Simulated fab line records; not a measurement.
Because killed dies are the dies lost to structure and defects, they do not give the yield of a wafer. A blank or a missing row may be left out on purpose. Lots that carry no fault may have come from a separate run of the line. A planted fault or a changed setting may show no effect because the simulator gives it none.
fab line records	flow nand-harc
record lots=6	wafers=18	last-day=33
route steps=1302 shown A_DECK1_JOINT@535 A_ONON_D2@545 END@1302
lots with no fault: from the same line, run without faults
start-h: the number of hours between the record's first day and the start of the first shown wafer of the lot	wait-h: hours since the lot's step before	" identical to the entry in the row above	L1.1+2: several wafers, shown together as one row	- either no value or no given start	* or withheld: withheld	< > ~ a bound
route shown NAME@n: NAME is a module with steps in the file, n the number in the route of the first one	usual: mean/standard deviation taken from wafers without a fault	same: alike in all rows	chamber/n: place in a boat	sites: each site's reading	_std_site: standard deviation across them	_edge_site: outer sites' mean less inner sites'	radius-mm: for every site, how far away it sits from the centre of the wafer	mask NAME#n: copy n	behind: the most recent tool/chamber to have shaped the wafer	hold: reason for holding the lot/hours on hold/outcome of the hold	device: whichever transistor did not switch (one of n, p or np)	end of line: at the end of the route, the tests of the same wafers	where a step has no rows: the recipe by itself	killed: not the wafer's yield, but the dies lost to structure and defects at the first sort	map: the dies of a wafer, with x for killed, . for not killed, _ for no die there
set.NAME: the setting as run; set.NAME@STEP: as run at that earlier step	model.NAME: the simulator's own value behind a step, which no gauge read
lots seen at some steps along the route; tables by step, rows by wafer
services: when a tool's chamber went out of use (start-h, in hours from the record's first day, below 0 if earlier), for how many hours, and the reason
## steps
# step NHARC_A_DECK1_JOINT_CURE_26
# recipe temp-c=150	time-s=32	pressure-atm=0.395
# step NHARC_A_DECK1_JOINT_ANNEAL_27
# recipe temp-c=400	time-s=3600	idle-temp-c=300	ramp-up-c-per-min=10	densification-p-h2o-torr=640
# step NHARC_A_DECK1_JOINT_ANNEAL_28
# recipe temp-c=500	time-s=1800	idle-temp-c=400	ramp-up-c-per-min=10	densification-p-h2o-torr=640
# step NHARC_A_DECK1_JOINT_ANNEAL_29
# recipe temp-c=750	time-s=1800	idle-temp-c=500	ramp-up-c-per-min=10	ramp-down-c-per-min=3
# step NHARC_A_DECK1_JOINT_CMP_02
# recipe material=SiOx
# usual edge-zone-pressure-frac=0.999/0.0055	motor-current-A=12.4/1	pad-life-wafers=198/100
lot.wafer	tool	chamber	start-h	wait-h	edge-zone-pressure-frac	motor-current-A	pad-life-wafers
L827.3	cmp-02	0	302.06	0.4	1.004	13.2	230
L827.2	"	1	"	"	0.994	11.8	231
L827.6	"	3	"	"	1.004	11.1	-
L828.2	cmp-02	2	319.45	0.4	0.997	12.6	319
L828.4	"	0	"	"	1.002	13.5	321
L828.5	"	1	"	"	0.997	11.3	-
L835.3	cmp-04	2	382.67	0.4	1.012	13.0	270
L835.2	"	0	"	"	0.991	11.5	272
L835.6	"	2	"	"	1.004	13.3	-
L838.2	cmp-04	2	415.89	0.4	1.001	12.8	36
L838.1	"	3	"	"	0.999	12.0	37
L838.6	"	3	"	"	0.998	11.9	-
L842.1	cmp-04	0	455.30	0.4	1.005	10.5	200
L842.6	"	2	"	"	1.003	13.6	-
L842.5	"	3	"	"	0.997	12.0	-
L844.2	cmp-04	2	487.48	0.4	0.996	13.5	355
L844.6	"	1	"	"	1.009	11.9	-
L844.5	"	2	"	"	0.994	13.6	-
# step NHARC_A_DECK1_JOINT_SRD_15
# step NHARC_A_DECK1_JOINT_DEP_16
# recipe target-thk-a=450	temp-c=400	pressure-torr=6.5	rf-w=900	teos-flow-sccm=161.4	flow-sccm=2650	target-thk-nm=45	gas=O2	material=SiO2
# usual heater-power-w=531/93	throttle-valve-pct=15.9/0.86
lot.wafer	tool	chamber	start-h	wait-h	heater-power-w	throttle-valve-pct
L827.3	pecvd-04	2	302.40	0.1	730	16.9
L827.2	"	0	"	"	555	15.7
L827.6	"	1	"	"	624	15.0
L828.2	pecvd-03	0	319.84	0.1	570	15.1
L828.4	"	2	"	"	600	15.7
L828.5	"	1	"	"	603	15.8
L835.2	pecvd-01	1	383.06	0.1	484	17.2
L835.3	"	0	"	"	465	16.1
L835.6	"	1	"	"	502	16.8
L838.1	pecvd-04	1	416.28	0.1	648	15.3
L838.2	"	2	"	"	589	17.1
L838.6	"	2	"	"	596	17.2
L842.1	pecvd-01	0	455.64	0.1	399	16.3
L842.5	"	0	"	"	397	16.5
L842.6	"	2	"	"	532	15.0
L844.2	pecvd-01	1	487.90	0.1	498	16.9
L844.5	"	2	"	"	409	14.8
L844.6	"	1	"	"	495	16.6
# step NHARC_A_DECK1_JOINT_THK_MEAS_17
# recipe thk-meas-gauge=ellipsometry
# usual thk-nm=44.9/1.3
lot.wafer	tool	chamber	start-h	wait-h	thk-nm
L827.2	film-metro-01	-	302.68	0.2	43.3
L827.3	"	-	"	"	46.4
L827.6	"	-	"	"	47.0
L828.2	film-metro-02	-	320.09	0.2	42.1
L828.4	"	-	"	"	45.6
L828.5	"	-	"	"	45.8
L835.2	film-metro-01	-	383.34	0.3	46.0
L835.3	"	-	"	"	44.8
L835.6	"	-	"	"	45.5
L838.1	film-metro-02	-	416.56	0.3	44.5
L838.2	"	-	"	"	46.2
L838.6	"	-	"	"	46.0
L842.1	film-metro-01	-	455.92	0.2	44.0
L842.5	"	-	"	"	46.6
L842.6	"	-	"	"	45.5
L844.2	film-metro-02	-	488.12	0.2	44.2
L844.5	"	-	"	"	44.0
L844.6	"	-	"	"	47.6
# step NHARC_A_DECK1_JOINT_INSPECT_05
# usual raw-defect-count=340/140
lot.wafer	tool	chamber	start-h	wait-h	raw-defect-count
L827.2	defect-inspect-01	-	302.72	0.0	260
L827.3	"	-	"	"	450
L827.6	"	-	"	"	495
L828.2	defect-inspect-02	-	320.13	0.0	405
L828.4	"	-	"	"	477
L828.5	"	-	"	"	434
L835.2	defect-inspect-01	-	383.38	0.0	379
L835.3	"	-	"	"	410
L835.6	"	-	"	"	343
L838.1	defect-inspect-01	-	416.60	0.0	414
L838.2	"	-	"	"	240
L838.6	"	-	"	"	382
L842.1	defect-inspect-02	-	455.95	0.0	419
L842.5	"	-	"	"	241
L842.6	"	-	"	"	444
L844.2	defect-inspect-02	-	488.15	0.0	330
L844.5	"	-	"	"	233
L844.6	"	-	"	"	497
# step NHARC_A_ONON_D2_DEP_00
# recipe target-thk-a=10000	n2-flow-sccm=2750	n2o-flow-sccm=2000	nh3-flow-sccm=500	sih4-flow-sccm=210	temp-c=400
# step NHARC_A_ONON_D2_THK_MEAS_02
# recipe thk-meas-gauge=ellipsometry
# usual thk-nm=997/7.8
lot.wafer	tool	chamber	start-h	wait-h	thk-nm
L827.2	film-metro-02	-	303.30	-	1000
L827.3	"	-	"	"	1003
L827.6	"	-	"	"	1001
L828.2	film-metro-02	-	320.71	-	998
L828.4	"	-	"	"	995
L828.5	"	-	"	"	994
L835.2	film-metro-01	-	383.96	-	988
L835.3	"	-	"	"	986
L835.6	"	-	"	"	987
L838.1	film-metro-02	-	417.18	-	981
L838.2	"	-	"	"	980
L838.6	"	-	"	"	984
L842.1	film-metro-02	-	456.53	-	1005
L842.5	"	-	"	"	1007
L842.6	"	-	"	"	1005
L844.2	film-metro-02	-	488.72	-	999
L844.5	"	-	"	"	1001
L844.6	"	-	"	"	1001
# step NHARC_A_ONON_D2_DEP_03
# recipe target-thk-a=10000	n2-flow-sccm=2750	n2o-flow-sccm=2000	nh3-flow-sccm=500	sih4-flow-sccm=210	temp-c=400
# usual sih4-flow-sccm=210.2/0.59
lot.wafer	tool	chamber	start-h	wait-h	sih4-flow-sccm
L827.2	pecvd-onon-01	0	303.41	0.1	209.4
L827.3	"	0	"	"	209.0
L827.6	"	0	"	"	209.2
L828.2	pecvd-onon-03	0	320.82	0.1	210.5
L828.4	"	0	"	"	210.4
L828.5	"	0	"	"	210.5
L835.2	pecvd-onon-01	0	384.07	0.1	210.5
L835.3	"	0	"	"	209.5
L835.6	"	0	"	"	210.0
L838.1	pecvd-onon-01	0	417.36	0.2	209.9
L838.2	"	0	"	"	209.5
L838.6	"	0	"	"	209.5
L842.1	pecvd-onon-04	0	456.58	0.1	210.0
L842.5	"	0	"	"	210.5
L842.6	"	0	"	"	211.2
L844.2	pecvd-onon-03	0	488.84	0.1	209.6
L844.5	"	0	"	"	210.7
L844.6	"	0	"	"	210.4
# step NHARC_A_ONON_D2_THK_MEAS_05
# recipe thk-meas-gauge=ellipsometry
# usual thk-nm=1001/10
lot.wafer	tool	chamber	start-h	wait-h	thk-nm
L827.2	film-metro-02	-	303.87	-	992
L827.3	"	-	"	"	993
L827.6	"	-	"	"	992
L828.2	film-metro-01	-	321.27	-	1004
L828.4	"	-	"	"	1002
L828.5	"	-	"	"	1002
L835.2	film-metro-01	-	384.53	-	659
L835.3	"	-	"	"	658
L835.6	"	-	"	"	659
L838.1	film-metro-02	-	417.88	-	652
L838.2	"	-	"	"	653
L838.6	"	-	"	"	654
L842.1	film-metro-01	-	457.09	-	1001
L842.5	"	-	"	"	1001
L842.6	"	-	"	"	1000
L844.2	film-metro-01	-	489.29	-	1004
L844.5	"	-	"	"	1006
L844.6	"	-	"	"	1005
# step NHARC_A_ONON_D2_DEP_06
# recipe target-thk-a=10000	n2-flow-sccm=2750	n2o-flow-sccm=2000	nh3-flow-sccm=500	sih4-flow-sccm=210	temp-c=400
# step NHARC_END_SORT_01
# recipe temp-c=25
# usual killed-at-array=54/16	killed-at-other=0.6/0.86	killed-at-periphery=3.8/2.6	killed-dies=58/16	killed-open=3.3/1.8	killed-short=2.7/1.7
# same gross-dies=677
lot.wafer	tool	chamber	start-h	wait-h	killed-at-array	killed-at-other	killed-at-periphery	killed-dies	killed-open	killed-short
L835.2	prober-01	0	676.37	2.8	669	1	7	677	4	4
L835.3	prober-01	0	677.16	3.1	672	0	5	677	1	3
L835.6	prober-01	0	679.53	4.0	668	0	9	677	3	2
L838.1	prober-01	0	700.78	2.5	672	1	4	677	0	4
L838.2	prober-01	0	701.57	2.8	675	1	1	677	1	5
L838.6	prober-01	0	704.76	4.0	672	0	5	677	2	4
# killed by level:class
L835.2 A_ONON_D2:area-dep=634 A_SLIT:chamber-film-flake=14 A_CHANNEL_HOLE_D1:chamber-film-flake=4 P_ZERO_WELL:chamber-film-flake=3 A_STAIRCASE:chamber-film-flake=3 A_WL_FILL:geometric-particle:short=2 P_GATE:chamber-film-flake=2 A_WL_FILL:chamber-film-flake=2
L835.3 A_ONON_D2:area-dep=635 A_SLIT:chamber-film-flake=17 A_CHANNEL_HOLE_D1:chamber-film-flake=5 A_STAIRCASE:chamber-film-flake=4 P_GATE:chamber-film-flake=3 A_WL_FILL:chamber-film-flake=3 P_ZERO_WELL:chamber-film-flake=2 A_CHANNEL_HOLE_D2:chamber-film-flake=2
L835.6 A_ONON_D2:area-dep=635 A_SLIT:chamber-film-flake=17 A_CHANNEL_HOLE_D1:chamber-film-flake=5 P_GATE:chamber-film-flake=4 A_BONDPAD:chamber-film-flake=4 P_ZERO_WELL:chamber-film-flake=3 P_M0:geometric-particle:open=1 P_M1:geometric-particle:short=1
L838.1 A_ONON_D2:area-dep=636 A_CHANNEL_HOLE_D2:chamber-film-flake=16 A_CHANNEL_HOLE_D1:chamber-film-flake=5 A_SLIT:chamber-film-flake=4 A_CONTACT:chamber-film-flake=3 A_DECK1_JOINT:geometric-particle:short=2 A_WL_FILL:geometric-particle:short=2 P_M1:chamber-film-flake=2
L838.2 A_ONON_D2:area-dep=635 A_CHANNEL_HOLE_D2:chamber-film-flake=13 A_SLIT:chamber-film-flake=9 A_CHANNEL_HOLE_D1:chamber-film-flake=5 A_STAIRCASE:chamber-film-flake=3 A_M1:chamber-film-flake=3 A_CONTACT:chamber-film-flake=2 A_ONON_D1:geometric-particle:short=1
L838.6 A_ONON_D2:area-dep=628 A_CHANNEL_HOLE_D2:chamber-film-flake=16 A_CHANNEL_HOLE_D1:chamber-film-flake=8 A_SLIT:chamber-film-flake=8 A_CONTACT:chamber-film-flake=3 A_ONON_D1:geometric-particle:open=2 P_STI:chamber-film-flake=2 A_STAIRCASE:chamber-film-flake=2
# map L835.2 (x killed, . not)
____________x____________
_________xxxxxxx_________
_______xxxxxxxxxxx_______
______xxxxxxxxxxxxx______
_____xxxxxxxxxxxxxxx_____
____xxxxxxxxxxxxxxxxx____
____xxxxxxxxxxxxxxxxx____
___xxxxxxxxxxxxxxxxxxx___
___xxxxxxxxxxxxxxxxxxx___
__xxxxxxxxxxxxxxxxxxxxx__
__xxxxxxxxxxxxxxxxxxxxx__
_xxxxxxxxxxxxxxxxxxxxxxx_
_xxxxxxxxxxxxxxxxxxxxxxx_
_xxxxxxxxxxxxxxxxxxxxxxx_
_xxxxxxxxxxxxxxxxxxxxxxx_
_xxxxxxxxxxxxxxxxxxxxxxx_
xxxxxxxxxxxxxxxxxxxxxxxxx
xxxxxxxxxxxxxxxxxxxxxxxxx
xxxxxxxxxxxxxxxxxxxxxxxxx
xxxxxxxxxxxxxxxxxxxxxxxxx
xxxxxxxxxxxxxxxxxxxxxxxxx
_xxxxxxxxxxxxxxxxxxxxxxx_
_xxxxxxxxxxxxxxxxxxxxxxx_
_xxxxxxxxxxxxxxxxxxxxxxx_
_xxxxxxxxxxxxxxxxxxxxxxx_
_xxxxxxxxxxxxxxxxxxxxxxx_
__xxxxxxxxxxxxxxxxxxxxx__
__xxxxxxxxxxxxxxxxxxxxx__
___xxxxxxxxxxxxxxxxxxx___
___xxxxxxxxxxxxxxxxxxx___
____xxxxxxxxxxxxxxxxx____
____xxxxxxxxxxxxxxxxx____
_____xxxxxxxxxxxxxxx_____
______xxxxxxxxxxxxx______
_______xxxxxxxxxxx_______
_________xxxxxxx_________
____________x____________
# map L838.1 (x killed, . not)
____________x____________
_________xxxxxxx_________
_______xxxxxxxxxxx_______
______xxxxxxxxxxxxx______
_____xxxxxxxxxxxxxxx_____
____xxxxxxxxxxxxxxxxx____
____xxxxxxxxxxxxxxxxx____
___xxxxxxxxxxxxxxxxxxx___
___xxxxxxxxxxxxxxxxxxx___
__xxxxxxxxxxxxxxxxxxxxx__
__xxxxxxxxxxxxxxxxxxxxx__
_xxxxxxxxxxxxxxxxxxxxxxx_
_xxxxxxxxxxxxxxxxxxxxxxx_
_xxxxxxxxxxxxxxxxxxxxxxx_
_xxxxxxxxxxxxxxxxxxxxxxx_
_xxxxxxxxxxxxxxxxxxxxxxx_
xxxxxxxxxxxxxxxxxxxxxxxxx
xxxxxxxxxxxxxxxxxxxxxxxxx
xxxxxxxxxxxxxxxxxxxxxxxxx
xxxxxxxxxxxxxxxxxxxxxxxxx
xxxxxxxxxxxxxxxxxxxxxxxxx
_xxxxxxxxxxxxxxxxxxxxxxx_
_xxxxxxxxxxxxxxxxxxxxxxx_
_xxxxxxxxxxxxxxxxxxxxxxx_
_xxxxxxxxxxxxxxxxxxxxxxx_
_xxxxxxxxxxxxxxxxxxxxxxx_
__xxxxxxxxxxxxxxxxxxxxx__
__xxxxxxxxxxxxxxxxxxxxx__
___xxxxxxxxxxxxxxxxxxx___
___xxxxxxxxxxxxxxxxxxx___
____xxxxxxxxxxxxxxxxx____
____xxxxxxxxxxxxxxxxx____
_____xxxxxxxxxxxxxxx_____
______xxxxxxxxxxxxx______
_______xxxxxxxxxxx_______
_________xxxxxxx_________
____________x____________
## services
tool	chamber	start-h	hours	kind
pecvd-04	0	282.00	-	clean
pecvd-04	1	282.00	-	clean
cmp-04	-	307.00	4.0	pm
cmp-04	-	311.00	-	consumable-replace:conditioner
cmp-04	-	311.00	-	consumable-replace:pad
pecvd-onon-04	-	311.08	13.0	pm
pecvd-01	-	311.32	13.0	pm
pecvd-01	0	311.32	17.7	vent-cycle
pecvd-01	1	311.32	13.0	vent-cycle
pecvd-01	2	311.32	13.0	vent-cycle
pecvd-01	1	324.32	-	clean
pecvd-01	2	324.32	-	clean
cmp-02	-	330.60	4.0	pm
pecvd-onon-01	-	361.73	5.8	repair
pecvd-03	-	366.40	13.0	pm
cmp-04	-	389.52	2.0	repair
cmp-04	-	405.00	4.0	pm
cmp-02	-	407.28	11.3	repair
pecvd-onon-03	-	408.20	13.0	pm
cmp-04	-	409.00	-	consumable-replace:conditioner
cmp-04	-	409.00	-	consumable-replace:pad
cmp-02	-	428.60	4.0	pm
pecvd-04	-	450.00	13.0	pm
pecvd-onon-01	-	450.00	13.0	pm
## key
first-sign step=NHARC_A_ONON_D2_THK_MEAS_05	reading=thk-nm	direction=down	sigmas=35	usual=1001	struck=656
effect step=NHARC_END_SORT_01	reading=killed-at-array	direction=up	sigmas=39	usual=54	struck=671
more-kills-born-at NHARC_A_ONON_D2_DEP_03@pecvd-onon-01=3803
met-at NHARC_A_ONON_D2_DEP_03
struck-wafers L835.2,L835.3,L835.6,L838.1,L838.2,L838.6
later-rows-left-out L835.2,L835.3,L835.6,L838.1,L838.2,L838.6
tester-left-out L835,L838
onset-between 303.41 384.07
fault kind=process-parameter-drift	tool=pecvd-onon-01	chamber=-	onset-h=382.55	steps=NHARC_A_ONON_D2_DEP_03	channel=target-thk-a	offset=*	shape=step	end-h=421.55	acts-in=*	stated=*
# tester-left-out: of these lots the tester's yield and bins aren't shown, on N5 and GAA mostly nor the transistor test; their killed dies are dies lost to structure and defects alone, not to doping, threshold or leakage, so they don't give the yield
# later-rows-left-out: the simulator's readings of these wafers behind a module that went badly wrong aren't trusted and aren't shown, but for the sort
